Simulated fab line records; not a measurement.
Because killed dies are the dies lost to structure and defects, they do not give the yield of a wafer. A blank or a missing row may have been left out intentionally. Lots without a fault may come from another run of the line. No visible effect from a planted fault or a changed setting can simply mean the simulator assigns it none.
Split-lot experiment | flow n5 finfet | 21 wafers read from 7 lots, route of 1938 steps

ABOUT THE SPLIT
At N5_BEOL_M13_SPUTTER_44 (material Ta, target thk 10 nm, time 16.13 s), the setting power w was moved away from the recipe's 15000 W on 5 of the 21 wafers read, by -17.9% to -4.9%. All remaining wafers had this setting at the recipe value.

The reading comes from the split's own step.

THE READING
Ta_of_BEOL_M13_SPUTTER_44.thk nm (the simulator's own value, which no gauge read), in nm, at N5_BEOL_M13_SPUTTER_44 (material Ta, target thk 10 nm, time 16.13 s). There is no usual value for it anywhere in the file. The 16 wafers here that ran the recipe average 10.0 nm, standard deviation 0.13 nm.

wafer  | tool, chamber at the split | power w as run, W | against the recipe | Ta_of_BEOL_M13_SPUTTER_44.thk nm, nm | against lot-mates on the recipe
L074.1 | pvd sputter-03, -          | 15000             | recipe             | 10                                   | -
L074.4 | pvd sputter-03, -          | 15000             | recipe             | 10                                   | -
L074.2 | pvd sputter-03, -          | 15000             | recipe             | 10.2                                 | -
L076.1 | pvd sputter-03, -          | 15000             | recipe             | 9.8                                  | -
L076.3 | pvd sputter-03, -          | 13960             | -6.9%              | 9.6                                  | -0.4
L076.4 | pvd sputter-03, -          | 15000             | recipe             | 10.2                                 | -
L078.2 | pvd sputter-01, -          | 15000             | recipe             | 10.2                                 | -
L078.3 | pvd sputter-01, -          | 15000             | recipe             | 10.2                                 | -
L078.4 | pvd sputter-01, -          | 13940             | -7.1%              | 9.2                                  | -1.0
L082.3 | pvd sputter-01, -          | 15000             | recipe             | 10                                   | -
L082.5 | pvd sputter-01, -          | 12310             | -17.9%             | 8.2                                  | -1.9
L082.6 | pvd sputter-01, -          | 15000             | recipe             | 10.2                                 | -
L090.1 | pvd sputter-02, -          | 15000             | recipe             | 10                                   | -
L090.4 | pvd sputter-02, -          | 15000             | recipe             | 10                                   | -
L090.6 | pvd sputter-02, -          | 15000             | recipe             | 10                                   | -
L089.1 | pvd sputter-03, -          | 14270             | -4.9%              | 9.2                                  | -0.6
L089.2 | pvd sputter-03, -          | 15000             | recipe             | 9.8                                  | -
L089.5 | pvd sputter-03, -          | 14270             | -4.9%              | 9.4                                  | -0.4
L094.2 | pvd sputter-03, -          | 15000             | recipe             | 10                                   | -
L094.4 | pvd sputter-03, -          | 15000             | recipe             | 10                                   | -
L094.5 | pvd sputter-03, -          | 15000             | recipe             | 10                                   | -

FIT RESULTS
A straight line over all 21 wafers: Ta_of_BEOL_M13_SPUTTER_44.thk nm changes by +0.104 nm for each +1% of power w; r = +0.95; the points scatter about the line by 0.16 nm.
The same after taking each lot's own level away (the mean of its wafers on the recipe; 21 wafers): +0.105 nm for each +1%; r = +0.96; scatter 0.13 nm.
According to that fit, moving power w by its largest amount changes the reading by 1.9 nm.
Measured against the standard deviation above, the lots' own levels, which go from 9.80 to 10.20 nm, span 3.2 times it.
The two slopes agree, so the slope changes little with the lot-to-lot level.
Check: -1.81 nm against its lot-mates is what the line predicts for one of the wafers moved furthest among these (-17.9%) when that wafer is left out of the fit. It came out at -1.9 nm against them.

ADDITIONAL SPLITS CARRIED BY THESE WAFERS
Other splits were also applied to these wafers ahead of the reading. Each is held against what the fit with the lots' levels taken away leaves over:
other split on the same wafers | wafers away from the commonest value | r with Ta_of_BEOL_M13_SPUTTER_44.thk nm (lot level and that fit taken away)
N5_BEOL_M12_COAT_22 spin rpm   | 8                                    | -0.18
N5_BEOL_M12_SPUTTER_43 power w | 12                                   | -0.05

FILE'S OWN FIT
Ta_of_BEOL_M13_SPUTTER_44.thk nm changes by +0.105 nm for each +1% of power w, r = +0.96.
